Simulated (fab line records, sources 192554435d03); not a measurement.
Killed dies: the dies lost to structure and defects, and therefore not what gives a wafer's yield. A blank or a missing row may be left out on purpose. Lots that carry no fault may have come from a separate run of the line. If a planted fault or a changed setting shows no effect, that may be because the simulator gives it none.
Lot-split experiment || flow n5 finfet || on a route of 1938 steps: 7 lots, 39 wafers read

## THE SPLIT
At N5_DUMMY_GATE_EXPOSE_12 (exposes mask GATE, target cd 25 nm), the setting dose mj was moved away from the recipe's 34 on 18 of the 39 wafers read, by -3.8% to +7.1%. The other wafers ran this setting at the recipe's value.

## FROM THE SPLIT TO THE READING: what the file shows between them, 2 steps
- N5_DUMMY_GATE_PEB_13: peb time 60 s
- N5_DUMMY_GATE_DEVELOP_14: develop time 30 s

## THE READING
cd nm (nm) at N5_DUMMY_GATE_CD_MEAS_15, where the cd target is 25.8 nm. On this fab line, fault-free wafers typically give 24.99 nm with a standard deviation of 0.22 nm.

{"wafer": "L075.1", "tool, chamber at the split": "euv scanner-01, 0", "dose mj as run": 32.72, "against the recipe": "-3.8%", "cd nm, nm": 25.73, "against lot-mates on the recipe": "+0.75"}
{"wafer": "L075.2", "tool, chamber at the split": "euv scanner-01, 0", "dose mj as run": 34, "against the recipe": "recipe", "cd nm, nm": 25.09, "against lot-mates on the recipe": "-"}
{"wafer": "L075.3", "tool, chamber at the split": "euv scanner-01, 0", "dose mj as run": 32.72, "against the recipe": "-3.8%", "cd nm, nm": 25.66, "against lot-mates on the recipe": "+0.68"}
{"wafer": "L075.4", "tool, chamber at the split": "euv scanner-01, 0", "dose mj as run": 32.72, "against the recipe": "-3.8%", "cd nm, nm": 25.52, "against lot-mates on the recipe": "+0.54"}
{"wafer": "L075.5", "tool, chamber at the split": "euv scanner-01, 0", "dose mj as run": 34, "against the recipe": "recipe", "cd nm, nm": 24.87, "against lot-mates on the recipe": "-"}
{"wafer": "L075.6", "tool, chamber at the split": "euv scanner-01, 0", "dose mj as run": 34, "against the recipe": "recipe", "cd nm, nm": 24.99, "against lot-mates on the recipe": "-"}
{"wafer": "L080.1", "tool, chamber at the split": "euv scanner-02, 0", "dose mj as run": 34, "against the recipe": "recipe", "cd nm, nm": 24.97, "against lot-mates on the recipe": "-"}
{"wafer": "L080.2", "tool, chamber at the split": "euv scanner-02, 0", "dose mj as run": 36.43, "against the recipe": "+7.1%", "cd nm, nm": 23.97, "against lot-mates on the recipe": -0.99}
{"wafer": "L080.3", "tool, chamber at the split": "euv scanner-02, 0", "dose mj as run": 36.43, "against the recipe": "+7.1%", "cd nm, nm": 23.82, "against lot-mates on the recipe": -1.14}
{"wafer": "L080.4", "tool, chamber at the split": "euv scanner-02, 0", "dose mj as run": 34, "against the recipe": "recipe", "cd nm, nm": 24.94, "against lot-mates on the recipe": "-"}
{"wafer": "L080.5", "tool, chamber at the split": "euv scanner-02, 0", "dose mj as run": 36.43, "against the recipe": "+7.1%", "cd nm, nm": 24.02, "against lot-mates on the recipe": -0.94}
{"wafer": "L080.6", "tool, chamber at the split": "euv scanner-02, 0", "dose mj as run": 34, "against the recipe": "recipe", "cd nm, nm": 24.96, "against lot-mates on the recipe": "-"}
{"wafer": "L083.1", "tool, chamber at the split": "euv scanner-02, 0", "dose mj as run": 34, "against the recipe": "recipe", "cd nm, nm": 24.92, "against lot-mates on the recipe": "-"}
{"wafer": "L083.2", "tool, chamber at the split": "euv scanner-02, 0", "dose mj as run": 35.51, "against the recipe": "+4.4%", "cd nm, nm": 24.11, "against lot-mates on the recipe": -0.86}
{"wafer": "L083.3", "tool, chamber at the split": "euv scanner-02, 0", "dose mj as run": 34, "against the recipe": "recipe", "cd nm, nm": 25.06, "against lot-mates on the recipe": "-"}
{"wafer": "L083.4", "tool, chamber at the split": "euv scanner-02, 0", "dose mj as run": 35.51, "against the recipe": "+4.4%", "cd nm, nm": 23.94, "against lot-mates on the recipe": -1.03}
{"wafer": "L083.5", "tool, chamber at the split": "euv scanner-02, 0", "dose mj as run": 35.51, "against the recipe": "+4.4%", "cd nm, nm": 24.27, "against lot-mates on the recipe": -0.70}
{"wafer": "L083.6", "tool, chamber at the split": "euv scanner-02, 0", "dose mj as run": 34, "against the recipe": "recipe", "cd nm, nm": 24.93, "against lot-mates on the recipe": "-"}
{"wafer": "L085.1", "tool, chamber at the split": "euv scanner-01, 0", "dose mj as run": 35.62, "against the recipe": "+4.8%", "cd nm, nm": 24.37, "against lot-mates on the recipe": -0.68}
{"wafer": "L085.2", "tool, chamber at the split": "euv scanner-01, 0", "dose mj as run": 35.62, "against the recipe": "+4.8%", "cd nm, nm": 24.10, "against lot-mates on the recipe": -0.95}
{"wafer": "L085.3", "tool, chamber at the split": "euv scanner-01, 0", "dose mj as run": 34, "against the recipe": "recipe", "cd nm, nm": 25.19, "against lot-mates on the recipe": "-"}
{"wafer": "L085.4", "tool, chamber at the split": "euv scanner-01, 0", "dose mj as run": 35.62, "against the recipe": "+4.8%", "cd nm, nm": 24.59, "against lot-mates on the recipe": -0.46}
{"wafer": "L085.5", "tool, chamber at the split": "euv scanner-01, 0", "dose mj as run": 34, "against the recipe": "recipe", "cd nm, nm": 24.82, "against lot-mates on the recipe": "-"}
{"wafer": "L085.6", "tool, chamber at the split": "euv scanner-01, 0", "dose mj as run": 34, "against the recipe": "recipe", "cd nm, nm": 25.15, "against lot-mates on the recipe": "-"}
{"wafer": "L086.1", "tool, chamber at the split": "euv scanner-01, 0", "dose mj as run": 34, "against the recipe": "recipe", "cd nm, nm": 24.75, "against lot-mates on the recipe": "-"}
{"wafer": "L086.2", "tool, chamber at the split": "euv scanner-01, 0", "dose mj as run": 36.3, "against the recipe": "+6.8%", "cd nm, nm": 23.88, "against lot-mates on the recipe": -1.19}
{"wafer": "L086.3", "tool, chamber at the split": "euv scanner-01, 0", "dose mj as run": 36.3, "against the recipe": "+6.8%", "cd nm, nm": 23.40, "against lot-mates on the recipe": -1.67}
{"wafer": "L086.4", "tool, chamber at the split": "euv scanner-01, 0", "dose mj as run": 36.3, "against the recipe": "+6.8%", "cd nm, nm": 23.98, "against lot-mates on the recipe": -1.09}
{"wafer": "L086.5", "tool, chamber at the split": "euv scanner-01, 0", "dose mj as run": 34, "against the recipe": "recipe", "cd nm, nm": 25.30, "against lot-mates on the recipe": "-"}
{"wafer": "L086.6", "tool, chamber at the split": "euv scanner-01, 0", "dose mj as run": 34, "against the recipe": "recipe", "cd nm, nm": 25.16, "against lot-mates on the recipe": "-"}
{"wafer": "L087.1", "tool, chamber at the split": "euv scanner-02, 0", "dose mj as run": 34, "against the recipe": "recipe", "cd nm, nm": 24.86, "against lot-mates on the recipe": "-"}
{"wafer": "L087.2", "tool, chamber at the split": "euv scanner-02, 0", "dose mj as run": 34, "against the recipe": "recipe", "cd nm, nm": 25.22, "against lot-mates on the recipe": "-"}
{"wafer": "L087.3", "tool, chamber at the split": "euv scanner-02, 0", "dose mj as run": 34, "against the recipe": "recipe", "cd nm, nm": 25.14, "against lot-mates on the recipe": "-"}
{"wafer": "L091.1", "tool, chamber at the split": "euv scanner-01, 0", "dose mj as run": 35.6, "against the recipe": "+4.7%", "cd nm, nm": 24.45, "against lot-mates on the recipe": -0.50}
{"wafer": "L091.2", "tool, chamber at the split": "euv scanner-01, 0", "dose mj as run": 35.6, "against the recipe": "+4.7%", "cd nm, nm": 24.16, "against lot-mates on the recipe": -0.79}
{"wafer": "L091.3", "tool, chamber at the split": "euv scanner-01, 0", "dose mj as run": 34, "against the recipe": "recipe", "cd nm, nm": 24.75, "against lot-mates on the recipe": "-"}
{"wafer": "L091.4", "tool, chamber at the split": "euv scanner-01, 0", "dose mj as run": 34, "against the recipe": "recipe", "cd nm, nm": 24.95, "against lot-mates on the recipe": "-"}
{"wafer": "L091.5", "tool, chamber at the split": "euv scanner-01, 0", "dose mj as run": 35.6, "against the recipe": "+4.7%", "cd nm, nm": 24.21, "against lot-mates on the recipe": -0.74}
{"wafer": "L091.6", "tool, chamber at the split": "euv scanner-01, 0", "dose mj as run": 34, "against the recipe": "recipe", "cd nm, nm": 25.14, "against lot-mates on the recipe": "-"}

FIT RESULTS
A straight line over all 39 wafers: cd nm changes by -0.166 nm for each +1% of dose mj; r = -0.95; the points scatter about the line by 0.18 nm.
The same after taking each lot's own level away (the mean of its wafers on the recipe; 39 wafers): -0.166 nm for each +1%; r = -0.95; scatter 0.18 nm.
That fit puts the effect of the largest move of dose mj on the reading at 1.2 nm.
Across the lots, their own levels run from 24.947 to 25.073 nm, a range of 0.6 times the standard deviation given above.
So the lot-to-lot level changes the slope little: the two slopes agree.
Check: with one of the wafers moved furthest among these (+7.1%) left out of the fit, the line predicts -1.2 nm for it against its lot-mates. It came out at -0.987 nm against them.

## THE WHOLE CHAIN: every reading that the file lists as answering this split, in the file's order
{"step": "N5_DUMMY_GATE_CD_MEAS_15", "what it does": "target cd 25.8 nm", "reading": "cd nm", "change (the file's fit)": "-0.165 nm for each +1% of the setting", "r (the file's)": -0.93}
{"step": "N5_DUMMY_GATE_TRIM_49", "what it does": "chemistry O2, time 29 s, target cd 14 nm", "reading": "DUMMY_GATE.cd nm (the simulator's own value, which no gauge read)", "change (the file's fit)": "-0.176 nm for each +1% of the setting", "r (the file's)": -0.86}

## THE FILE'S OWN FIT
cd nm changes by -0.165 nm for each +1% of dose mj, r = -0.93.
